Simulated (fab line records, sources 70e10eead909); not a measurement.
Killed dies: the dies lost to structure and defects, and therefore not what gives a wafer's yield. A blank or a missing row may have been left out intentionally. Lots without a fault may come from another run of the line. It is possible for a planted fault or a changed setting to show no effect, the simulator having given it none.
fab line records / flow nandHarc
record lots=6 wafers=18 lastDay=33
route steps=1302 shown A_STAIRCASE@671
lots that met no fault: taken from a fault-free run of the same line
startH: start of the lot's first displayed wafer, in hours after the record's first day / waitH: hours elapsed since this lot's preceding step / " same as the row above / L1.1+2: a single row standing in for several wafers / - no value, or no start was given / * or withheld: withheld / < > ~ a bound
route shown NAME@n: names a module that has steps shown in the file, with the first one's number in the route / usual: the fault-free wafers' mean and standard deviation / same: alike in all rows / chamber/n: place in a boat / sites: each site's reading / _std_site: standard deviation across them / _edge_site: the outer-site mean with the inner-site mean subtracted / radiusMm: how far each site lies from the wafer's centre / mask NAME#n: copy n / behind: the most recent tool/chamber to have shaped the wafer / hold: what put the lot on hold/how long, in hours/how the hold closed / device: the n, p or np transistor that did not switch / end of line: tests run on the same wafers once the route is complete / a step without rows: its recipe alone / killed: not the wafer's yield, but the dies lost to structure and defects at the first sort / map: shows each die of a wafer: x if killed, . if not, _ if none is there
set.NAME: the setting the step ran with; set.NAME@STEP: the setting that earlier step ran with / model.NAME: the simulator's own value behind a step, which no gauge read
lots at selected steps of the route; one table per step, one row per wafer
services: when a tool's chamber went out of use (startH, in hours from the record's first day, below 0 if earlier), for how many hours, and the reason
## steps
# step NHARC_A_STAIRCASE_ETCH_15
# recipe targetDepthA=1000 timeS=40.5 ionEnergyEv=400 c4f8FlowSccm=20 o2FlowSccm=10 arFlowSccm=withheld rfW=600 biasW=1000 chemistry=C4F8/O2
# usual oesProductAu=0.945/0.009 rfFwdPowerW=591.3/2.9 rfVppV=893/4.3
lot.wafer=L398.2 tool=rieDiel-04 chamber=1 startH=- waitH=- oesProductAu=0.931 rfFwdPowerW=593.5 rfHoursCounterH=1 rfVppV=893
lot.wafer=L398.1 tool=rieDiel-04 chamber=3 startH=- waitH=- oesProductAu=0.936 rfFwdPowerW=586.1 rfHoursCounterH=1 rfVppV=898
lot.wafer=L398.5 tool=rieDiel-04 chamber=1 startH=- waitH=- oesProductAu=0.945 rfFwdPowerW=597.7 rfHoursCounterH=- rfVppV=894
lot.wafer=L402.4 tool=rieDiel-04 chamber=2 startH=- waitH=- oesProductAu=0.943 rfFwdPowerW=594.9 rfHoursCounterH=8 rfVppV=890
lot.wafer=L402.2 tool=rieDiel-04 chamber=0 startH=- waitH=- oesProductAu=0.951 rfFwdPowerW=589.4 rfHoursCounterH=7 rfVppV=891
lot.wafer=L402.3 tool=rieDiel-04 chamber=1 startH=- waitH=- oesProductAu=0.958 rfFwdPowerW=594.8 rfHoursCounterH=8 rfVppV=893
lot.wafer=L408.2 tool=rieDiel-05 chamber=0 startH=- waitH=- oesProductAu=0.937 rfFwdPowerW=587.5 rfHoursCounterH=18 rfVppV=896
lot.wafer=L408.1 tool=rieDiel-05 chamber=1 startH=- waitH=- oesProductAu=0.950 rfFwdPowerW=594.4 rfHoursCounterH=16 rfVppV=900
lot.wafer=L408.3 tool=rieDiel-05 chamber=2 startH=- waitH=- oesProductAu=0.937 rfFwdPowerW=593.7 rfHoursCounterH=13 rfVppV=895
lot.wafer=L410.2 tool=rieDiel-05 chamber=3 startH=- waitH=- oesProductAu=0.943 rfFwdPowerW=593.8 rfHoursCounterH=17 rfVppV=890
lot.wafer=L410.4 tool=rieDiel-05 chamber=0 startH=- waitH=- oesProductAu=0.946 rfFwdPowerW=587.9 rfHoursCounterH=20 rfVppV=895
lot.wafer=L410.1 tool=rieDiel-05 chamber=1 startH=- waitH=- oesProductAu=0.953 rfFwdPowerW=592.9 rfHoursCounterH=18 rfVppV=898
lot.wafer=L418.4 tool=rieDiel-05 chamber=1 startH=- waitH=- oesProductAu=0.952 rfFwdPowerW=594.6 rfHoursCounterH=51 rfVppV=900
lot.wafer=L418.1 tool=rieDiel-05 chamber=2 startH=- waitH=- oesProductAu=0.948 rfFwdPowerW=592.3 rfHoursCounterH=49 rfVppV=894
lot.wafer=L418.5 tool=rieDiel-05 chamber=0 startH=- waitH=- oesProductAu=0.932 rfFwdPowerW=589.8 rfHoursCounterH=- rfVppV=896
lot.wafer=L421.3 tool=rieDiel-02 chamber=0 startH=- waitH=- oesProductAu=0.953 rfFwdPowerW=590.6 rfHoursCounterH=1 rfVppV=891
lot.wafer=L421.4 tool=rieDiel-02 chamber=1 startH=- waitH=- oesProductAu=0.942 rfFwdPowerW=591.4 rfHoursCounterH=1 rfVppV=904
lot.wafer=L421.2 tool=rieDiel-02 chamber=2 startH=- waitH=- oesProductAu=0.929 rfFwdPowerW=589.8 rfHoursCounterH=1 rfVppV=895
# step NHARC_A_STAIRCASE_TRIM_16
# recipe timeS=211.2 o2FlowSccm=500 arFlowSccm=0 biasW=0 chemistry=O2
# step NHARC_A_STAIRCASE_ETCH_17
# recipe targetDepthA=1000 timeS=40.5 ionEnergyEv=400 c4f8FlowSccm=20 o2FlowSccm=10 arFlowSccm=withheld rfW=600 biasW=1000 chemistry=C4F8/O2
# step NHARC_A_STAIRCASE_TRIM_18
# recipe timeS=211.2 o2FlowSccm=500 arFlowSccm=0 biasW=0 chemistry=O2
# step NHARC_A_STAIRCASE_ETCH_19
# recipe targetDepthA=1000 timeS=40.5 ionEnergyEv=400 c4f8FlowSccm=20 o2FlowSccm=10 arFlowSccm=withheld rfW=600 biasW=1000 chemistry=C4F8/O2
# step NHARC_A_STAIRCASE_TRIM_20
# recipe timeS=211.2 o2FlowSccm=500 arFlowSccm=0 biasW=0 chemistry=O2
# usual drypumpMotorCurrentA=5.6/0.5 oesProductAu=1.000/0.0069 rfVppV=57.6/0.84 showerheadPlenumPTorr=3.48/0.13 throttleValvePct=17.036/0.0089
lot.wafer=L398.1 tool=rieDiel-05 chamber=3 startH=372.47 waitH=0.1 drypumpMotorCurrentA=4.9 oesProductAu=0.995 rfHoursCounterH=41 rfVppV=56.6 showerheadPlenumPTorr=3.39 throttleValvePct=17.058
lot.wafer=L398.2 tool=rieDiel-05 chamber=1 startH=372.47 waitH=0.1 drypumpMotorCurrentA=4.8 oesProductAu=1.002 rfHoursCounterH=48 rfVppV=56.9 showerheadPlenumPTorr=3.62 throttleValvePct=17.037
lot.wafer=L398.5 tool=rieDiel-05 chamber=2 startH=372.47 waitH=0.1 drypumpMotorCurrentA=6.3 oesProductAu=1.007 rfHoursCounterH=- rfVppV=58.8 showerheadPlenumPTorr=3.48 throttleValvePct=17.029
lot.wafer=L402.2 tool=rieDiel-04 chamber=3 startH=393.38 waitH=0.1 drypumpMotorCurrentA=6.2 oesProductAu=0.990 rfHoursCounterH=8 rfVppV=58.0 showerheadPlenumPTorr=3.57 throttleValvePct=17.032
lot.wafer=L402.3 tool=rieDiel-04 chamber=0 startH=393.38 waitH=0.1 drypumpMotorCurrentA=5.6 oesProductAu=1.007 rfHoursCounterH=8 rfVppV=56.6 showerheadPlenumPTorr=3.40 throttleValvePct=17.028
lot.wafer=L402.4 tool=rieDiel-04 chamber=2 startH=393.38 waitH=0.1 drypumpMotorCurrentA=5.1 oesProductAu=0.999 rfHoursCounterH=8 rfVppV=58.2 showerheadPlenumPTorr=3.35 throttleValvePct=17.032
lot.wafer=L408.1 tool=rieDiel-05 chamber=2 startH=465.75 waitH=0.1 drypumpMotorCurrentA=6.3 oesProductAu=0.988 rfHoursCounterH=13 rfVppV=57.8 showerheadPlenumPTorr=3.46 throttleValvePct=17.018
lot.wafer=L408.3 tool=rieDiel-05 chamber=3 startH=465.75 waitH=0.1 drypumpMotorCurrentA=4.9 oesProductAu=1.008 rfHoursCounterH=16 rfVppV=57.1 showerheadPlenumPTorr=3.38 throttleValvePct=17.038
lot.wafer=L408.2 tool=rieDiel-05 chamber=0 startH=465.75 waitH=0.1 drypumpMotorCurrentA=6.1 oesProductAu=1.012 rfHoursCounterH=18 rfVppV=59.1 showerheadPlenumPTorr=3.51 throttleValvePct=17.038
lot.wafer=L410.4 tool=rieDiel-05 chamber=2 startH=471.40 waitH=0.1 drypumpMotorCurrentA=6.2 oesProductAu=0.999 rfHoursCounterH=17 rfVppV=56.8 showerheadPlenumPTorr=3.46 throttleValvePct=17.040
lot.wafer=L410.1 tool=rieDiel-05 chamber=3 startH=471.40 waitH=0.1 drypumpMotorCurrentA=4.9 oesProductAu=0.992 rfHoursCounterH=18 rfVppV=57.3 showerheadPlenumPTorr=3.38 throttleValvePct=17.043
lot.wafer=L410.2 tool=rieDiel-05 chamber=0 startH=471.40 waitH=0.1 drypumpMotorCurrentA=6.1 oesProductAu=1.009 rfHoursCounterH=20 rfVppV=57.7 showerheadPlenumPTorr=3.51 throttleValvePct=17.044
lot.wafer=L418.1 tool=rieDiel-05 chamber=3 startH=565.92 waitH=0.1 drypumpMotorCurrentA=4.9 oesProductAu=1.001 rfHoursCounterH=48 rfVppV=56.5 showerheadPlenumPTorr=3.36 throttleValvePct=17.034
lot.wafer=L418.4 tool=rieDiel-05 chamber=1 startH=565.92 waitH=0.1 drypumpMotorCurrentA=4.8 oesProductAu=1.000 rfHoursCounterH=52 rfVppV=57.4 showerheadPlenumPTorr=3.58 throttleValvePct=17.048
lot.wafer=L418.5 tool=rieDiel-05 chamber=3 startH=565.92 waitH=0.1 drypumpMotorCurrentA=4.9 oesProductAu=1.005 rfHoursCounterH=- rfVppV=57.4 showerheadPlenumPTorr=3.36 throttleValvePct=17.050
lot.wafer=L421.4 tool=rieDiel-02 chamber=3 startH=586.50 waitH=0.1 drypumpMotorCurrentA=5.6 oesProductAu=1.007 rfHoursCounterH=1 rfVppV=56.9 showerheadPlenumPTorr=3.29 throttleValvePct=17.035
lot.wafer=L421.2 tool=rieDiel-02 chamber=1 startH=586.50 waitH=0.1 drypumpMotorCurrentA=5.7 oesProductAu=1.011 rfHoursCounterH=2 rfVppV=57.8 showerheadPlenumPTorr=3.77 throttleValvePct=17.044
lot.wafer=L421.3 tool=rieDiel-02 chamber=2 startH=586.50 waitH=0.1 drypumpMotorCurrentA=5.7 oesProductAu=1.001 rfHoursCounterH=2 rfVppV=57.2 showerheadPlenumPTorr=3.53 throttleValvePct=17.016
# step NHARC_A_STAIRCASE_ETCH_21
# recipe targetDepthA=1000 timeS=40.5 ionEnergyEv=400 c4f8FlowSccm=20 o2FlowSccm=10 arFlowSccm=withheld rfW=600 biasW=1000 chemistry=C4F8/O2
# usual oesProductAu=0.954/0.015 rfFwdPowerW=591.6/2.9 rfVppV=894/4.8
lot.wafer=L398.1 tool=rieDiel-05 chamber=0 startH=- waitH=- oesProductAu=0.991 rfFwdPowerW=588.2 rfHoursCounterH=45 rfVppV=895
lot.wafer=L398.2 tool=rieDiel-05 chamber=2 startH=- waitH=- oesProductAu=0.965 rfFwdPowerW=593.3 rfHoursCounterH=44 rfVppV=895
lot.wafer=L398.5 tool=rieDiel-05 chamber=3 startH=- waitH=- oesProductAu=0.953 rfFwdPowerW=592.3 rfHoursCounterH=- rfVppV=890
lot.wafer=L402.4 tool=rieDiel-04 chamber=1 startH=- waitH=- oesProductAu=0.938 rfFwdPowerW=591.5 rfHoursCounterH=8 rfVppV=894
lot.wafer=L402.3 tool=rieDiel-04 chamber=3 startH=- waitH=- oesProductAu=0.921 rfFwdPowerW=586.6 rfHoursCounterH=8 rfVppV=898
lot.wafer=L402.2 tool=rieDiel-04 chamber=0 startH=- waitH=- oesProductAu=0.924 rfFwdPowerW=587.7 rfHoursCounterH=8 rfVppV=891
lot.wafer=L408.3 tool=rieDiel-05 chamber=0 startH=- waitH=- oesProductAu=0.964 rfFwdPowerW=589.2 rfHoursCounterH=18 rfVppV=896
lot.wafer=L408.1 tool=rieDiel-05 chamber=1 startH=- waitH=- oesProductAu=0.934 rfFwdPowerW=597.0 rfHoursCounterH=16 rfVppV=899
lot.wafer=L408.2 tool=rieDiel-05 chamber=2 startH=- waitH=- oesProductAu=0.935 rfFwdPowerW=591.7 rfHoursCounterH=13 rfVppV=894
lot.wafer=L410.4 tool=rieDiel-05 chamber=0 startH=- waitH=- oesProductAu=0.955 rfFwdPowerW=591.6 rfHoursCounterH=21 rfVppV=896
lot.wafer=L410.2 tool=rieDiel-05 chamber=1 startH=- waitH=- oesProductAu=0.950 rfFwdPowerW=592.1 rfHoursCounterH=19 rfVppV=898
lot.wafer=L410.1 tool=rieDiel-05 chamber=2 startH=- waitH=- oesProductAu=0.930 rfFwdPowerW=594.6 rfHoursCounterH=17 rfVppV=893
lot.wafer=L418.4 tool=rieDiel-05 chamber=2 startH=- waitH=- oesProductAu=0.939 rfFwdPowerW=593.2 rfHoursCounterH=49 rfVppV=894
lot.wafer=L418.1 tool=rieDiel-05 chamber=3 startH=- waitH=- oesProductAu=0.945 rfFwdPowerW=592.1 rfHoursCounterH=48 rfVppV=891
lot.wafer=L418.5 tool=rieDiel-05 chamber=1 startH=- waitH=- oesProductAu=0.929 rfFwdPowerW=598.4 rfHoursCounterH=- rfVppV=898
lot.wafer=L421.3 tool=rieDiel-02 chamber=1 startH=- waitH=- oesProductAu=0.951 rfFwdPowerW=594.7 rfHoursCounterH=2 rfVppV=906
lot.wafer=L421.4 tool=rieDiel-02 chamber=2 startH=- waitH=- oesProductAu=0.946 rfFwdPowerW=590.5 rfHoursCounterH=2 rfVppV=896
lot.wafer=L421.2 tool=rieDiel-02 chamber=3 startH=- waitH=- oesProductAu=0.941 rfFwdPowerW=589.1 rfHoursCounterH=1 rfVppV=888
# step NHARC_A_STAIRCASE_TRIM_22
# recipe timeS=211.2 o2FlowSccm=500 arFlowSccm=0 biasW=0 chemistry=O2
# usual drypumpMotorCurrentA=5.6/0.51 oesProductAu=1.000/0.007 rfVppV=57.7/0.92 showerheadPlenumPTorr=3.48/0.13 throttleValvePct=17.038/0.0094
lot.wafer=L398.1 tool=rieDiel-05 chamber=2 startH=- waitH=- drypumpMotorCurrentA=6.2 oesProductAu=1.002 rfHoursCounterH=44 rfVppV=57.5 showerheadPlenumPTorr=3.48 throttleValvePct=17.044
lot.wafer=L398.2 tool=rieDiel-05 chamber=0 startH=- waitH=- drypumpMotorCurrentA=6.1 oesProductAu=1.016 rfHoursCounterH=45 rfVppV=59.2 showerheadPlenumPTorr=3.53 throttleValvePct=17.037
lot.wafer=L398.5 tool=rieDiel-05 chamber=1 startH=- waitH=- drypumpMotorCurrentA=4.8 oesProductAu=1.004 rfHoursCounterH=- rfVppV=58.3 showerheadPlenumPTorr=3.62 throttleValvePct=17.036
lot.wafer=L402.2 tool=rieDiel-04 chamber=0 startH=- waitH=- drypumpMotorCurrentA=5.6 oesProductAu=0.999 rfHoursCounterH=8 rfVppV=57.1 showerheadPlenumPTorr=3.40 throttleValvePct=17.059
lot.wafer=L402.4 tool=rieDiel-04 chamber=1 startH=- waitH=- drypumpMotorCurrentA=5.9 oesProductAu=0.998 rfHoursCounterH=9 rfVppV=56.8 showerheadPlenumPTorr=3.46 throttleValvePct=17.041
lot.wafer=L402.3 tool=rieDiel-04 chamber=2 startH=- waitH=- drypumpMotorCurrentA=5.1 oesProductAu=1.006 rfHoursCounterH=9 rfVppV=57.2 showerheadPlenumPTorr=3.35 throttleValvePct=17.046
lot.wafer=L408.1 tool=rieDiel-05 chamber=2 startH=- waitH=- drypumpMotorCurrentA=6.2 oesProductAu=1.001 rfHoursCounterH=13 rfVppV=58.3 showerheadPlenumPTorr=3.46 throttleValvePct=17.037
lot.wafer=L408.2 tool=rieDiel-05 chamber=3 startH=- waitH=- drypumpMotorCurrentA=4.9 oesProductAu=1.011 rfHoursCounterH=16 rfVppV=55.4 showerheadPlenumPTorr=3.38 throttleValvePct=17.045
lot.wafer=L408.3 tool=rieDiel-05 chamber=1 startH=- waitH=- drypumpMotorCurrentA=4.8 oesProductAu=1.005 rfHoursCounterH=16 rfVppV=58.4 showerheadPlenumPTorr=3.60 throttleValvePct=17.045
lot.wafer=L410.2 tool=rieDiel-05 chamber=1 startH=- waitH=- drypumpMotorCurrentA=4.8 oesProductAu=1.006 rfHoursCounterH=19 rfVppV=57.8 showerheadPlenumPTorr=3.60 throttleValvePct=17.029
lot.wafer=L410.1 tool=rieDiel-05 chamber=3 startH=- waitH=- drypumpMotorCurrentA=4.9 oesProductAu=1.000 rfHoursCounterH=18 rfVppV=57.6 showerheadPlenumPTorr=3.38 throttleValvePct=17.030
lot.wafer=L410.4 tool=rieDiel-05 chamber=0 startH=- waitH=- drypumpMotorCurrentA=6.1 oesProductAu=1.001 rfHoursCounterH=21 rfVppV=58.5 showerheadPlenumPTorr=3.51 throttleValvePct=17.035
lot.wafer=L418.1 tool=rieDiel-05 chamber=0 startH=- waitH=- drypumpMotorCurrentA=6.1 oesProductAu=1.016 rfHoursCounterH=51 rfVppV=57.7 showerheadPlenumPTorr=3.49 throttleValvePct=17.032
lot.wafer=L418.4 tool=rieDiel-05 chamber=3 startH=- waitH=- drypumpMotorCurrentA=4.9 oesProductAu=0.993 rfHoursCounterH=48 rfVppV=56.2 showerheadPlenumPTorr=3.36 throttleValvePct=17.042
lot.wafer=L418.5 tool=rieDiel-05 chamber=1 startH=- waitH=- drypumpMotorCurrentA=4.8 oesProductAu=0.994 rfHoursCounterH=- rfVppV=56.4 showerheadPlenumPTorr=3.58 throttleValvePct=17.040
lot.wafer=L421.2 tool=rieDiel-02 chamber=0 startH=- waitH=- drypumpMotorCurrentA=5.1 oesProductAu=1.008 rfHoursCounterH=2 rfVppV=57.7 showerheadPlenumPTorr=3.38 throttleValvePct=17.052
lot.wafer=L421.3 tool=rieDiel-02 chamber=1 startH=- waitH=- drypumpMotorCurrentA=5.7 oesProductAu=0.998 rfHoursCounterH=2 rfVppV=58.0 showerheadPlenumPTorr=3.77 throttleValvePct=17.026
lot.wafer=L421.4 tool=rieDiel-02 chamber=2 startH=- waitH=- drypumpMotorCurrentA=5.7 oesProductAu=1.003 rfHoursCounterH=2 rfVppV=56.4 showerheadPlenumPTorr=3.53 throttleValvePct=17.034
# step NHARC_A_STAIRCASE_ETCH_23
# recipe targetDepthA=1000 timeS=40.5 ionEnergyEv=400 c4f8FlowSccm=20 o2FlowSccm=10 arFlowSccm=withheld rfW=600 biasW=1000 chemistry=C4F8/O2
# step NHARC_A_STAIRCASE_TRIM_24
# recipe timeS=211.2 o2FlowSccm=500 arFlowSccm=0 biasW=0 chemistry=O2
# step NHARC_A_STAIRCASE_ETCH_25
# recipe targetDepthA=1000 timeS=40.5 ionEnergyEv=400 c4f8FlowSccm=20 o2FlowSccm=10 arFlowSccm=withheld rfW=600 biasW=1000 chemistry=C4F8/O2
# step NHARC_A_STAIRCASE_TRIM_26
# recipe timeS=211.2 o2FlowSccm=500 arFlowSccm=0 biasW=0 chemistry=O2
# usual drypumpMotorCurrentA=5.5/0.52 oesProductAu=1.000/0.0059 rfVppV=57.7/0.87 showerheadPlenumPTorr=3.48/0.13 throttleValvePct=17.037/0.0091
lot.wafer=L398.1 tool=rieDiel-05 chamber=1 startH=373.18 waitH=- drypumpMotorCurrentA=4.8 oesProductAu=1.013 rfHoursCounterH=48 rfVppV=57.4 showerheadPlenumPTorr=3.62 throttleValvePct=17.033
lot.wafer=L398.2 tool=rieDiel-05 chamber=3 startH=373.18 waitH=- drypumpMotorCurrentA=4.9 oesProductAu=1.007 rfHoursCounterH=41 rfVppV=55.8 showerheadPlenumPTorr=3.39 throttleValvePct=17.037
lot.wafer=L398.5 tool=rieDiel-05 chamber=2 startH=373.18 waitH=- drypumpMotorCurrentA=6.2 oesProductAu=1.003 rfHoursCounterH=- rfVppV=57.5 showerheadPlenumPTorr=3.48 throttleValvePct=17.039
lot.wafer=L402.4 tool=rieDiel-04 chamber=2 startH=394.18 waitH=- drypumpMotorCurrentA=5.2 oesProductAu=0.994 rfHoursCounterH=9 rfVppV=58.8 showerheadPlenumPTorr=3.35 throttleValvePct=17.031
lot.wafer=L402.2 tool=rieDiel-04 chamber=3 startH=394.18 waitH=- drypumpMotorCurrentA=6.2 oesProductAu=0.995 rfHoursCounterH=8 rfVppV=58.1 showerheadPlenumPTorr=3.57 throttleValvePct=17.034
lot.wafer=L402.3 tool=rieDiel-04 chamber=0 startH=394.18 waitH=- drypumpMotorCurrentA=5.6 oesProductAu=0.999 rfHoursCounterH=8 rfVppV=58.1 showerheadPlenumPTorr=3.40 throttleValvePct=17.032
lot.wafer=L408.3 tool=rieDiel-05 chamber=2 startH=466.52 waitH=- drypumpMotorCurrentA=6.3 oesProductAu=0.987 rfHoursCounterH=14 rfVppV=57.9 showerheadPlenumPTorr=3.46 throttleValvePct=17.028
lot.wafer=L408.1 tool=rieDiel-05 chamber=3 startH=466.52 waitH=- drypumpMotorCurrentA=4.9 oesProductAu=0.994 rfHoursCounterH=16 rfVppV=55.6 showerheadPlenumPTorr=3.38 throttleValvePct=17.051
lot.wafer=L408.2 tool=rieDiel-05 chamber=0 startH=466.52 waitH=- drypumpMotorCurrentA=6.2 oesProductAu=0.826 rfHoursCounterH=18 rfVppV=58.2 showerheadPlenumPTorr=3.51 throttleValvePct=17.030
lot.wafer=L410.2 tool=rieDiel-05 chamber=2 startH=472.26 waitH=- drypumpMotorCurrentA=6.2 oesProductAu=0.985 rfHoursCounterH=17 rfVppV=57.4 showerheadPlenumPTorr=3.46 throttleValvePct=17.042
lot.wafer=L410.1 tool=rieDiel-05 chamber=3 startH=472.26 waitH=- drypumpMotorCurrentA=4.9 oesProductAu=0.996 rfHoursCounterH=19 rfVppV=57.2 showerheadPlenumPTorr=3.38 throttleValvePct=17.041
lot.wafer=L410.4 tool=rieDiel-05 chamber=0 startH=472.26 waitH=- drypumpMotorCurrentA=6.1 oesProductAu=0.828 rfHoursCounterH=21 rfVppV=58.0 showerheadPlenumPTorr=3.51 throttleValvePct=17.053
lot.wafer=L418.4 tool=rieDiel-05 chamber=3 startH=566.69 waitH=- drypumpMotorCurrentA=4.9 oesProductAu=1.004 rfHoursCounterH=48 rfVppV=58.1 showerheadPlenumPTorr=3.36 throttleValvePct=17.041
lot.wafer=L418.1 tool=rieDiel-05 chamber=0 startH=566.69 waitH=- drypumpMotorCurrentA=6.1 oesProductAu=1.000 rfHoursCounterH=51 rfVppV=57.9 showerheadPlenumPTorr=3.49 throttleValvePct=17.050
lot.wafer=L418.5 tool=rieDiel-05 chamber=1 startH=566.69 waitH=- drypumpMotorCurrentA=4.8 oesProductAu=1.002 rfHoursCounterH=- rfVppV=60.1 showerheadPlenumPTorr=3.58 throttleValvePct=17.028
lot.wafer=L421.4 tool=rieDiel-02 chamber=1 startH=587.27 waitH=- drypumpMotorCurrentA=5.7 oesProductAu=1.008 rfHoursCounterH=2 rfVppV=58.6 showerheadPlenumPTorr=3.77 throttleValvePct=17.029
lot.wafer=L421.3 tool=rieDiel-02 chamber=2 startH=587.27 waitH=- drypumpMotorCurrentA=5.7 oesProductAu=1.008 rfHoursCounterH=2 rfVppV=58.2 showerheadPlenumPTorr=3.53 throttleValvePct=17.036
lot.wafer=L421.2 tool=rieDiel-02 chamber=0 startH=587.27 waitH=- drypumpMotorCurrentA=5.1 oesProductAu=1.001 rfHoursCounterH=2 rfVppV=57.5 showerheadPlenumPTorr=3.38 throttleValvePct=17.047
# step NHARC_A_STAIRCASE_ETCH_27
# recipe targetDepthA=1000 timeS=40.5 ionEnergyEv=400 c4f8FlowSccm=20 o2FlowSccm=10 arFlowSccm=withheld rfW=600 biasW=1000 chemistry=C4F8/O2
# usual oesProductAu=0.944/0.0093 rfFwdPowerW=591.5/2.8 rfVppV=894/4.7
lot.wafer=L398.1 tool=rieDiel-05 chamber=1 startH=- waitH=- oesProductAu=0.966 rfFwdPowerW=596.1 rfHoursCounterH=48 rfVppV=899
lot.wafer=L398.2 tool=rieDiel-05 chamber=3 startH=- waitH=- oesProductAu=0.954 rfFwdPowerW=594.2 rfHoursCounterH=41 rfVppV=891
lot.wafer=L398.5 tool=rieDiel-05 chamber=1 startH=- waitH=- oesProductAu=0.966 rfFwdPowerW=594.9 rfHoursCounterH=- rfVppV=901
lot.wafer=L402.4 tool=rieDiel-04 chamber=0 startH=- waitH=- oesProductAu=0.948 rfFwdPowerW=593.0 rfHoursCounterH=8 rfVppV=892
lot.wafer=L402.2 tool=rieDiel-04 chamber=1 startH=- waitH=- oesProductAu=0.952 rfFwdPowerW=595.0 rfHoursCounterH=9 rfVppV=892
lot.wafer=L402.3 tool=rieDiel-04 chamber=2 startH=- waitH=- oesProductAu=0.944 rfFwdPowerW=596.0 rfHoursCounterH=9 rfVppV=890
lot.wafer=L408.1 tool=rieDiel-05 chamber=2 startH=- waitH=- oesProductAu=0.937 rfFwdPowerW=592.0 rfHoursCounterH=14 rfVppV=893
lot.wafer=L408.2 tool=rieDiel-05 chamber=0 startH=- waitH=- oesProductAu=0.957 rfFwdPowerW=587.3 rfHoursCounterH=18 rfVppV=896
lot.wafer=L408.3 tool=rieDiel-05 chamber=1 startH=- waitH=- oesProductAu=0.954 rfFwdPowerW=593.2 rfHoursCounterH=16 rfVppV=898
lot.wafer=L410.1 tool=rieDiel-05 chamber=2 startH=- waitH=- oesProductAu=0.927 rfFwdPowerW=593.7 rfHoursCounterH=17 rfVppV=892
lot.wafer=L410.2 tool=rieDiel-05 chamber=3 startH=- waitH=- oesProductAu=0.938 rfFwdPowerW=594.3 rfHoursCounterH=19 rfVppV=890
lot.wafer=L410.4 tool=rieDiel-05 chamber=1 startH=- waitH=- oesProductAu=0.937 rfFwdPowerW=596.2 rfHoursCounterH=20 rfVppV=897
lot.wafer=L418.1 tool=rieDiel-05 chamber=1 startH=- waitH=- oesProductAu=0.924 rfFwdPowerW=597.0 rfHoursCounterH=52 rfVppV=897
lot.wafer=L418.4 tool=rieDiel-05 chamber=0 startH=- waitH=- oesProductAu=0.937 rfFwdPowerW=590.7 rfHoursCounterH=51 rfVppV=896
lot.wafer=L418.5 tool=rieDiel-05 chamber=2 startH=- waitH=- oesProductAu=0.935 rfFwdPowerW=592.6 rfHoursCounterH=- rfVppV=892
lot.wafer=L421.4 tool=rieDiel-02 chamber=0 startH=- waitH=- oesProductAu=0.947 rfFwdPowerW=591.8 rfHoursCounterH=2 rfVppV=890
lot.wafer=L421.2 tool=rieDiel-02 chamber=1 startH=- waitH=- oesProductAu=0.942 rfFwdPowerW=591.9 rfHoursCounterH=2 rfVppV=905
lot.wafer=L421.3 tool=rieDiel-02 chamber=2 startH=- waitH=- oesProductAu=0.937 rfFwdPowerW=591.3 rfHoursCounterH=2 rfVppV=897
## services
tool=rieDiel-04 chamber=- startH=355.73 hours=9.0 kind=pm
tool=rieDiel-05 chamber=0 startH=361.76 hours=- kind=clean
tool=rieDiel-05 chamber=1 startH=361.76 hours=- kind=clean
tool=rieDiel-05 chamber=2 startH=361.76 hours=- kind=clean
tool=rieDiel-05 chamber=3 startH=361.76 hours=- kind=clean
tool=rieDiel-05 chamber=0 startH=386.26 hours=- kind=clean
tool=rieDiel-05 chamber=1 startH=386.26 hours=- kind=clean
tool=rieDiel-05 chamber=2 startH=386.26 hours=- kind=clean
tool=rieDiel-05 chamber=3 startH=386.26 hours=- kind=clean
tool=rieDiel-02 chamber=3 startH=394.60 hours=6.4 kind=repair
tool=rieDiel-02 chamber=- startH=394.95 hours=9.0 kind=pm
tool=rieDiel-05 chamber=- startH=406.75 hours=9.0 kind=pm
tool=rieDiel-05 chamber=0 startH=406.75 hours=9.0 kind=ventCycle
tool=rieDiel-05 chamber=1 startH=406.75 hours=9.0 kind=ventCycle
tool=rieDiel-05 chamber=2 startH=406.75 hours=9.0 kind=ventCycle
tool=rieDiel-05 chamber=3 startH=406.75 hours=9.0 kind=ventCycle
tool=rieDiel-05 chamber=0 startH=415.75 hours=- kind=clean
tool=rieDiel-02 chamber=2 startH=485.22 hours=11.9 kind=repair
tool=rieDiel-04 chamber=- startH=518.10 hours=0.4 kind=repair
tool=rieDiel-04 chamber=- startH=532.73 hours=9.0 kind=pm
tool=rieDiel-04 chamber=0 startH=556.36 hours=9.9 kind=repair
tool=rieDiel-02 chamber=- startH=571.95 hours=9.0 kind=pm
tool=rieDiel-04 chamber=2 startH=578.68 hours=6.6 kind=repair
tool=rieDiel-05 chamber=- startH=583.79 hours=9.0 kind=pm
## key
firstSign step=NHARC_A_STAIRCASE_TRIM_26 reading=oesProductAu direction=down sigmas=29 usual=1.000 struck=0.827
effect none on later readings
metAt NHARC_A_STAIRCASE_TRIM_26
struckWafers L408.2,L410.4
sortLeftOut L408.2,L410.4
testerLeftOut L408,L410
fault kind=processParameterDrift tool=rieDiel-05 chamber=0 onsetH=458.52 steps=NHARC_A_STAIRCASE_TRIM_26 channel=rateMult offset=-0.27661 shape=step endH=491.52
# testerLeftOut: of these lots the tester's yield and bins aren't shown, on N5 and GAA mostly nor the transistor test; their killed dies are dies lost to structure and defects alone, not to doping, threshold or leakage, so they don't give the yield
# sortLeftOut: the simulated sort isn't trusted on such a fault, so these wafers' sort isn't shown, and their yield isn't known
